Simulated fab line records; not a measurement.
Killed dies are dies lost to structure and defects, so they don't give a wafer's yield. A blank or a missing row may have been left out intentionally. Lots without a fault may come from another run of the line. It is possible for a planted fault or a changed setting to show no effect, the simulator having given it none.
What tool caused it? -- flow nand-harc -- 72 wafers from 24 lots sampled at 6 of the route's 1159 steps

## WHAT THE GAUGES READ, wafer by wafer
Not one reading of a measure or inspect step in the record can be checked against a usual standard deviation.

## WHICH TOOL RAN EACH LOT (tool, then ch and the chambers of the sampled wafers, then the start)
lot,NHARC_A_STAIRCASE_ETCH_25,NHARC_A_STAIRCASE_DESCUM_186,NHARC_A_STAIRCASE_TRIM_191,NHARC_A_STAIRCASE_ETCH_192,NHARC_A_STAIRCASE_ETCH_197,NHARC_A_STAIRCASE_STRIP_205
L074,"rie-diel-01 ch 0,2,3, day 10 20:57 or earlier","rie-diel-01 ch 0,1,3, day 10 20:57","rie-diel-01 ch 1,2,3, day 10 23:10 or earlier","rie-diel-01 ch 0,2,3, day 10 23:10 or earlier","rie-diel-07 ch 0,1,2, day 10 23:10 or earlier","plasma-asher-02 ch 0,1, day 10 23:10"
L075,"rie-diel-07 ch 0,1,3, day 11 13:43 or earlier","rie-diel-01 ch 0,2,3, day 11 13:43","rie-diel-01 ch 0,1,2, day 11 16:20 or earlier","rie-diel-01 ch 0,1,2, day 11 16:20 or earlier","rie-diel-11 ch 1,2,3, day 11 16:20 or earlier","plasma-asher-02 ch 0,1, day 11 16:20"
L077,"rie-diel-01 ch 1,2, day 11 14:05 or earlier","rie-diel-07 ch 0,2, day 11 14:05","rie-diel-07 ch 0,1,2, day 11 16:31 or earlier","rie-diel-07 ch 0,1,2, day 11 16:31 or earlier","rie-diel-01 ch 0,3, day 11 16:31 or earlier","plasma-asher-01 ch 0, day 11 16:31"
L079,"rie-diel-01 ch 0,3, day 11 17:38 or earlier","rie-diel-07 ch 0,1,3, day 11 17:38","rie-diel-07 ch 0,1,2, day 11 20:01 or earlier","rie-diel-07 ch 2,3, day 11 20:01 or earlier","rie-diel-07 ch 1,2, day 11 20:01 or earlier","plasma-asher-02 ch 0,1, day 11 20:01"
L076,"rie-diel-07 ch 1,3, day 11 18:17 or earlier","rie-diel-11 ch 0,1,3, day 11 18:17","rie-diel-11 ch 0,1,2, day 11 20:55 or earlier","rie-diel-11 ch 0,2,3, day 11 20:55 or earlier","rie-diel-07 ch 0,2,3, day 11 20:55 or earlier","plasma-asher-01 ch 0,1, day 11 20:55"
L078,"rie-diel-11 ch 0,2,3, day 11 23:35 or earlier","rie-diel-11 ch 1,2,3, day 11 23:35","rie-diel-11 ch 0,1, day 12 01:48 or earlier","rie-diel-11 ch 0,1,2, day 12 01:48 or earlier","rie-diel-07 ch 0,1, day 12 01:48 or earlier","plasma-asher-01 ch 0,1, day 12 01:48"
L080,"rie-diel-07 ch 0,3, day 12 00:44 or earlier","rie-diel-01 ch 2,3, day 12 00:44","rie-diel-01 ch 0,2,3, day 12 03:26 or earlier","rie-diel-01 ch 2,3, day 12 03:26 or earlier","rie-diel-01 ch 0,2,3, day 12 03:26 or earlier","plasma-asher-01 ch 0,1, day 12 03:26"
L082,"rie-diel-11 ch 2,3, day 12 22:31 or earlier","rie-diel-01 ch 2,3, day 12 22:31","rie-diel-01 ch 0,1,3, day 13 00:52 or earlier","rie-diel-01 ch 0,3, day 13 00:52 or earlier","rie-diel-01 ch 1,2,3, day 13 00:52 or earlier","plasma-asher-01 ch 0,1, day 13 00:52"
L081,"rie-diel-01 ch 0,2,3, day 12 22:46 or earlier","rie-diel-07 ch 1,2, day 12 22:46","rie-diel-07 ch 1,2, day 13 01:16 or earlier","rie-diel-07 ch 0,2,3, day 13 01:16 or earlier","rie-diel-01 ch 0,2,3, day 13 01:16 or earlier","plasma-asher-01 ch 0,1, day 13 01:16"
L084,"rie-diel-11 ch 0,2,3, day 13 14:31 or earlier","rie-diel-07 ch 0,1,2, day 13 14:31","rie-diel-07 ch 2,3, day 13 16:41 or earlier","rie-diel-07 ch 0,3, day 13 16:41 or earlier","rie-diel-07 ch 1,2,3, day 13 16:41 or earlier","plasma-asher-02 ch 0,1, day 13 16:41"
L083,"rie-diel-07 ch 0,2, day 13 14:58 or earlier","rie-diel-01 ch 1,2,3, day 13 14:58","rie-diel-01 ch 0,3, day 13 17:14 or earlier","rie-diel-01 ch 0,2,3, day 13 17:14 or earlier","rie-diel-01 ch 1,3, day 13 17:14 or earlier","plasma-asher-02 ch 0,1, day 13 17:14"
L085,"rie-diel-11 ch 0,2,3, day 13 19:04 or earlier","rie-diel-11 ch 0,1,3, day 13 19:04","rie-diel-11 ch 0,2,3, day 13 21:23 or earlier","rie-diel-11 ch 0,1,3, day 13 21:23 or earlier","rie-diel-11 ch 0,1,3, day 13 21:23 or earlier","plasma-asher-01 ch 0,1, day 13 21:23"
L087,"rie-diel-11 ch 0,1,3, day 14 17:53 or earlier","rie-diel-01 ch 0,2,3, day 14 17:53","rie-diel-01 ch 0,1,3, day 14 20:26 or earlier","rie-diel-01 ch 0,2,3, day 14 20:26 or earlier","rie-diel-01 ch 1,3, day 14 20:26 or earlier","plasma-asher-02 ch 0,1, day 14 20:26"
L086,"rie-diel-01 ch 1,3, day 14 18:03 or earlier","rie-diel-11 ch 2,3, day 14 18:03","rie-diel-11 ch 0,1,3, day 14 20:19 or earlier","rie-diel-11 ch 0,2, day 14 20:19 or earlier","rie-diel-11 ch 1,2,3, day 14 20:19 or earlier","plasma-asher-01 ch 0,1, day 14 20:19"
L089,"rie-diel-11 ch 0,1, day 14 22:49 or earlier","rie-diel-01 ch 0,3, day 14 22:49","rie-diel-01 ch 1,3, day 15 01:32 or earlier","rie-diel-01 ch 1,3, day 15 01:32 or earlier","rie-diel-01 ch 0,1,3, day 15 01:32 or earlier","plasma-asher-01 ch 0,1, day 15 01:32"
L088,"rie-diel-07 ch 1,2, day 14 23:31 or earlier","rie-diel-11 ch 2,3, day 14 23:31","rie-diel-11 ch 0,1,2, day 15 02:29 or earlier","rie-diel-11 ch 0,1,2, day 15 02:29 or earlier","rie-diel-11 ch 0,3, day 15 02:29 or earlier","plasma-asher-02 ch 0,1, day 15 02:29"
L090,"rie-diel-01 ch 0,1,3, day 15 07:05 or earlier","rie-diel-11 ch 0,1,3, day 15 07:05","rie-diel-11 ch 0,1,3, day 15 09:40 or earlier","rie-diel-11 ch 1,2,3, day 15 09:40 or earlier","rie-diel-11 ch 0,1,3, day 15 09:40 or earlier","plasma-asher-02 ch 0,1, day 15 09:40"
L092,"rie-diel-07 ch 0,1,3, day 15 13:50 or earlier","rie-diel-01 ch 0,3, day 15 13:50","rie-diel-01 ch 1,2,3, day 15 16:38 or earlier","rie-diel-01 ch 1,2,3, day 15 16:38 or earlier","rie-diel-07 ch 0,1,2, day 15 16:38 or earlier","plasma-asher-02 ch 0,1, day 15 16:38"
L091,"rie-diel-01 ch 0,1,3, day 15 15:51 or earlier","rie-diel-07 ch 0,1,3, day 15 15:51","rie-diel-07 ch 1,2,3, day 15 18:26 or earlier","rie-diel-07 ch 0,1,2, day 15 18:26 or earlier","rie-diel-07 ch 0,1,3, day 15 18:26 or earlier","plasma-asher-02 ch 0,1, day 15 18:26"
L093,"rie-diel-01 ch 0,2,3, day 15 20:20 or earlier","rie-diel-01 ch 0,3, day 15 20:20","rie-diel-01 ch 0,3, day 15 23:01 or earlier","rie-diel-01 ch 0,1,3, day 15 23:01 or earlier","rie-diel-11 ch 0,3, day 15 23:01 or earlier","plasma-asher-01 ch 0,1, day 15 23:01"
L094,"rie-diel-01 ch 1,3, day 15 23:40 or earlier","rie-diel-11 ch 0,1,2, day 15 23:40","rie-diel-11 ch 1,3, day 16 02:05 or earlier","rie-diel-11 ch 0,1,3, day 16 02:05 or earlier","rie-diel-11 ch 0,1,3, day 16 02:05 or earlier","plasma-asher-01 ch 0,1, day 16 02:05"
L095,"rie-diel-01 ch 1,2,3, day 16 02:11 or earlier","rie-diel-07 ch 0,1, day 16 02:11","rie-diel-07 ch 1,2,3, day 16 06:07 or earlier","rie-diel-07 ch 2,3, day 16 06:07 or earlier","rie-diel-07 ch 0,1, day 16 06:07 or earlier","plasma-asher-01 ch 1, day 16 06:07"
L096,"rie-diel-07 ch 0,1,2, day 16 03:49 or earlier","rie-diel-07 ch 1,2, day 16 03:49","rie-diel-07 ch 0,2, day 16 07:28 or earlier","rie-diel-07 ch 1,2, day 16 07:28 or earlier","rie-diel-07 ch 0,2,3, day 16 07:28 or earlier","plasma-asher-01 ch 1, day 16 07:28"
L097,"rie-diel-01 ch 0,1,3, day 16 09:32 or earlier","rie-diel-07 ch 0,1,2, day 16 09:32","rie-diel-07 ch 0,1,3, day 16 11:55 or earlier","rie-diel-07 ch 0,2,3, day 16 11:55 or earlier","rie-diel-07 ch 0,1,2, day 16 11:55 or earlier","plasma-asher-01 ch 0,1, day 16 11:55"
- NHARC_A_STAIRCASE_ETCH_25: etches the open film in C4F8/O2, target depth 100 nm, time 40.5 s.
- NHARC_A_STAIRCASE_DESCUM_186: chemistry O2, time 3 s.
- NHARC_A_STAIRCASE_TRIM_191: chemistry O2, time 211.2 s.
- NHARC_A_STAIRCASE_ETCH_192: etches the open film in C4F8/O2, target depth 100 nm, time 40.5 s.
- NHARC_A_STAIRCASE_ETCH_197: etches the open film in C4F8/O2, target depth 100 nm, time 40.5 s.
- NHARC_A_STAIRCASE_STRIP_205: strips in O2.

## WHAT THE TOOLS THEMSELVES READ (means of the sampled wafers that have a number; where no wafer has one, the mark that the record gives instead)
NHARC_A_STAIRCASE_ETCH_25. Usual: oes-product-au 0.948 a.u., standard deviation 0.012; rf-fwd-power-W 592.8 W, standard deviation 2.2; rf-vpp-V 893 V, standard deviation 5.3.
lot,tool,oes-product-au (a.u.),rf-fwd-power-W (W),rf-vpp-V (V),flag
L074,rie-diel-01,0.965,594.0,891,
L075,rie-diel-07,0.951,592.6,897,
L077,rie-diel-01,0.948,593.0,897,
L079,rie-diel-01,0.943,591.8,890,
L076,rie-diel-07,0.942,592.4,903,
L078,rie-diel-11,0.932,594.3,894,
L080,rie-diel-07,0.943,594.4,898,
L082,rie-diel-11,0.947,594.8,891,
L081,rie-diel-01,0.958,591.9,891,
L084,rie-diel-11,0.933,592.6,893,
L083,rie-diel-07,0.959,593.0,889,
L085,rie-diel-11,0.946,592.8,893,
L087,rie-diel-11,0.947,593.0,892,
L086,rie-diel-01,0.949,589.5,893,
L089,rie-diel-11,0.939,589.9,895,
L088,rie-diel-07,0.944,591.9,897,
L090,rie-diel-01,0.944,592.5,893,
L092,rie-diel-07,0.942,593.8,897,
L091,rie-diel-01,0.932,590.7,893,
L093,rie-diel-01,0.952,591.6,890,
L094,rie-diel-01,0.959,592.0,897,
L095,rie-diel-01,0.949,592.3,893,
L096,rie-diel-07,0.943,591.4,893,
L097,rie-diel-01,0.948,591.9,893,

NHARC_A_STAIRCASE_DESCUM_186. Usual: drypump-motor-current-A 5.7 A, standard deviation 0.64; oes-product-au 1.003 a.u., standard deviation 0.013; rf-vpp-V 57.6 V, standard deviation 0.92; showerhead-plenum-p-Torr 1.87 Torr, standard deviation 0.081; throttle-valve-pct 11.311 %, standard deviation 0.0093.
lot,tool,drypump-motor-current-A (A),oes-product-au (a.u.),rf-vpp-V (V),showerhead-plenum-p-Torr (Torr),throttle-valve-pct (%),flag
L074,rie-diel-01,5.6,1.012,57.2,1.87,11.310,
L075,rie-diel-01,5.7,1.007,57.4,1.83,11.316,
L077,rie-diel-07,6.3,0.999,57.2,1.85,11.310,
L079,rie-diel-07,5.7,1.014,58.2,1.94,11.311,
L076,rie-diel-11,5.5,0.998,57.5,1.87,11.315,
L078,rie-diel-11,5.2,1.015,57.6,1.82,11.312,
L080,rie-diel-01,5.1,1.014,57.2,1.85,11.307,
L082,rie-diel-01,5.4,1.016,56.7,1.84,11.312,
L081,rie-diel-07,6.6,1.003,58.0,1.92,11.305,
L084,rie-diel-07,6.1,1.003,57.8,1.88,11.305,
L083,rie-diel-01,5.2,1.006,56.9,1.88,11.315,
L085,rie-diel-11,5.5,0.990,57.8,1.86,11.312,
L087,rie-diel-01,5.7,1.002,57.9,1.82,11.315,
L086,rie-diel-11,5.2,0.995,57.5,1.83,11.313,
L089,rie-diel-01,5.4,1.004,57.2,1.82,11.307,
L088,rie-diel-11,5.2,0.998,57.3,1.83,11.309,
L090,rie-diel-11,5.5,0.994,57.6,1.85,11.314,
L092,rie-diel-01,5.4,0.999,58.0,1.82,11.312,
L091,rie-diel-07,5.7,1.010,57.3,1.93,11.312,
L093,rie-diel-01,6.0,1.004,56.8,1.81,11.313,
L094,rie-diel-11,5.4,1.009,58.1,1.86,11.316,
L095,rie-diel-07,6.0,1.010,57.7,1.90,11.317,
L096,rie-diel-07,6.5,0.998,58.4,1.94,11.318,
L097,rie-diel-07,6.1,1.005,58.4,1.87,11.314,

NHARC_A_STAIRCASE_TRIM_191. Usual: drypump-motor-current-A 5.7 A, standard deviation 0.64; oes-product-au 1.001 a.u., standard deviation 0.013; rf-vpp-V 57.7 V, standard deviation 0.93; showerhead-plenum-p-Torr 3.46 Torr, standard deviation 0.14; throttle-valve-pct 17.036 %, standard deviation 0.0087.
lot,tool,drypump-motor-current-A (A),oes-product-au (a.u.),rf-vpp-V (V),showerhead-plenum-p-Torr (Torr),throttle-valve-pct (%),flag
L074,rie-diel-01,5.3,1.016,58.0,3.48,17.037,
L075,rie-diel-01,5.8,1.000,57.4,3.44,17.040,
L077,rie-diel-07,6.1,1.005,58.0,3.48,17.033,
L079,rie-diel-07,6.2,1.007,58.2,3.47,17.041,
L076,rie-diel-11,5.4,0.988,58.4,3.45,17.030,
L078,rie-diel-11,5.7,0.995,58.0,3.52,17.039,
L080,rie-diel-01,5.7,1.008,57.1,3.38,17.037,
L082,rie-diel-01,5.6,1.008,58.4,3.44,17.028,
L081,rie-diel-07,6.5,1.004,57.7,3.59,17.037,
L084,rie-diel-07,6.3,0.991,57.9,3.57,17.027,
L083,rie-diel-01,6.0,0.995,58.0,3.34,17.036,
L085,rie-diel-11,5.6,0.991,57.6,3.45,17.032,
L087,rie-diel-01,5.6,1.008,58.2,3.44,17.038,
L086,rie-diel-11,5.5,1.000,58.0,3.43,17.035,
L089,rie-diel-01,5.0,0.988,58.3,3.47,17.038,
L088,rie-diel-11,5.4,0.994,56.7,3.43,17.042,
L090,rie-diel-11,5.6,1.006,57.0,3.43,17.036,
L092,rie-diel-01,5.3,1.005,57.6,3.46,17.034,
L091,rie-diel-07,6.2,0.991,57.8,3.62,17.034,
L093,rie-diel-01,5.5,1.000,56.8,3.37,17.036,
L094,rie-diel-11,5.4,1.004,56.3,3.35,17.040,
L095,rie-diel-07,6.2,0.996,57.9,3.62,17.036,
L096,rie-diel-07,5.8,1.005,57.4,3.34,17.039,
L097,rie-diel-07,5.7,1.002,58.1,3.55,17.022,

NHARC_A_STAIRCASE_ETCH_192. Usual: oes-product-au 0.945 a.u., standard deviation 0.014; rf-fwd-power-W 593.3 W, standard deviation 2.1; rf-vpp-V 894 V, standard deviation 5.3.
lot,tool,oes-product-au (a.u.),rf-fwd-power-W (W),rf-vpp-V (V),flag
L074,rie-diel-01,0.954,592.4,889,
L075,rie-diel-01,0.954,594.7,893,
L077,rie-diel-07,0.945,592.3,895,
L079,rie-diel-07,0.934,592.7,898,
L076,rie-diel-11,0.944,592.6,894,
L078,rie-diel-11,0.943,592.6,893,
L080,rie-diel-01,0.950,590.5,892,
L082,rie-diel-01,0.949,591.2,890,
L081,rie-diel-07,0.935,593.7,896,
L084,rie-diel-07,0.940,595.6,898,
L083,rie-diel-01,0.957,594.3,890,
L085,rie-diel-11,0.952,594.6,893,
L087,rie-diel-01,0.952,593.9,891,
L086,rie-diel-11,0.935,592.6,893,
L089,rie-diel-01,0.942,594.0,894,
L088,rie-diel-11,0.943,592.9,894,
L090,rie-diel-11,0.932,595.2,889,
L092,rie-diel-01,0.945,591.8,893,
L091,rie-diel-07,0.943,592.7,893,
L093,rie-diel-01,0.946,592.3,893,
L094,rie-diel-11,0.948,594.0,892,
L095,rie-diel-07,0.928,591.8,896,
L096,rie-diel-07,0.922,592.2,897,
L097,rie-diel-07,0.942,594.8,894,

NHARC_A_STAIRCASE_ETCH_197. Usual: oes-product-au 0.948 a.u., standard deviation 0.017; rf-fwd-power-W 592.9 W, standard deviation 2.5; rf-vpp-V 894 V, standard deviation 5.5.
lot,tool,oes-product-au (a.u.),rf-fwd-power-W (W),rf-vpp-V (V),flag
L074,rie-diel-07,0.974,593.3,895,
L075,rie-diel-11,0.955,592.7,890,
L077,rie-diel-01,0.948,594.1,891,
L079,rie-diel-07,0.951,592.4,896,
L076,rie-diel-07,0.937,591.0,896,
L078,rie-diel-07,0.938,595.7,892,
L080,rie-diel-01,0.957,591.5,890,
L082,rie-diel-01,0.965,591.7,894,
L081,rie-diel-01,0.963,594.2,891,
L084,rie-diel-07,0.940,592.3,899,
L083,rie-diel-01,0.960,589.4,894,
L085,rie-diel-11,0.941,595.1,893,
L087,rie-diel-01,0.945,591.1,894,
L086,rie-diel-11,0.944,594.2,890,
L089,rie-diel-01,0.948,591.7,892,
L088,rie-diel-11,0.946,592.5,895,
L090,rie-diel-11,0.942,593.2,893,
L092,rie-diel-07,0.956,593.5,895,
L091,rie-diel-07,0.933,592.3,898,
L093,rie-diel-11,0.953,593.4,893,
L094,rie-diel-11,0.926,593.3,892,
L095,rie-diel-07,0.942,590.8,895,
L096,rie-diel-07,0.937,594.4,894,
L097,rie-diel-07,0.942,595.3,893,

NHARC_A_STAIRCASE_STRIP_205. Usual: drypump-motor-current-A 5.7 A, standard deviation 0.39; heater-power-w 306 W, standard deviation 48.
lot,tool,drypump-motor-current-A (A),heater-power-w (W),flag
L074,plasma-asher-02,6.1,368,
L075,plasma-asher-02,6.1,360,
L077,plasma-asher-01,5.6,267,
L079,plasma-asher-02,5.7,346,
L076,plasma-asher-01,5.4,291,
L078,plasma-asher-01,5.4,288,
L080,plasma-asher-01,5.4,289,
L082,plasma-asher-01,5.4,271,
L081,plasma-asher-01,5.5,253,
L084,plasma-asher-02,6.1,358,
L083,plasma-asher-02,6.1,363,
L085,plasma-asher-01,5.4,271,
L087,plasma-asher-02,6.1,361,
L086,plasma-asher-01,5.5,261,
L089,plasma-asher-01,5.4,275,
L088,plasma-asher-02,6.1,363,
L090,plasma-asher-02,5.7,351,
L092,plasma-asher-02,5.7,348,
L091,plasma-asher-02,5.7,348,
L093,plasma-asher-01,5.4,272,
L094,plasma-asher-01,5.5,262,
L095,plasma-asher-01,5.3,290,
L096,plasma-asher-01,5.3,287,
L097,plasma-asher-01,5.5,255,

## THE ANSWER, worked out from the rows above alone
Rule: a lot counts as off when the mean over its wafers that have a number is more than 3 standard deviations away from the usual mean. Also off: a lot with no number at a reading for which 4 or more lots have one. Where the step has rows for the other lots, those lots are counted as sound. The gauges are gone through in route order, then the tools' own readings, and for those a lot's mean is taken as printed above. At the first step where some lot is off, the reading lying furthest off is the one used; lots without a number count as furthest.
Nothing can be told from this: no lot is off at any reading shown.

## WHAT WAS PUT IN BY THE SIMULATOR
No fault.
